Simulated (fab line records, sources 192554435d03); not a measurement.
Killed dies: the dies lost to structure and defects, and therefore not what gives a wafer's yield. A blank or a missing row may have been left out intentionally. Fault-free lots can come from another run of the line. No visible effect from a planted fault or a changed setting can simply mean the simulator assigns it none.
Matching of chambers -- flow n5Finfet -- pecvd-03 running N5_GATE_CUT_PECVD_57: 3 sister chambers
The step deposits SiNx from SiH4/NH3/N2, target thk 21 nm. 3 wafers are shown with their chamber, then 10 later ones without.

WAFERS WITH THEIR CHAMBER
wafer,chamber,throttleValvePct (%)
L084.6,1,40.3
L093.2,0,39.0
L093.4,2,38.1

WAFERS MISSING THEIR CHAMBER
wafer,throttleValvePct (%)
L093.6,39.1
L094.1,40.3
L094.5,38.3
L094.6,40.0
L095.2,38.3
L095.4,39.0
L095.6,40.5
L097.2,38.2
L097.3,40.2
L097.5,38.3

WHICH CHAMBER EACH WENT THROUGH
wafer,from the rows above,in truth
L093.6,0,0
L094.1,1,1
L094.5,2,2
L094.6,1,1
L095.2,2,2
L095.4,0,0
L095.6,1,1
L097.2,2,2
L097.3,1,1
L097.5,2,2
10 of 10 placed correctly. Number that these rows cannot place: 0. Wrongly placed: 0.
How it was worked out, from the rows above alone: a wafer's distance from a chamber is the root of the sum, over the readings, of the square of ((its reading less the chamber's mean) divided by the reading's scatter). The wafer belongs to the nearest chamber; if the next one is less than 2 further off, it can't be placed. A chamber's mean is the mean of its shown wafers. The scatter: root of mean squared gap, hidden wafer to nearest shown wafer, with one shown wafer a chamber.
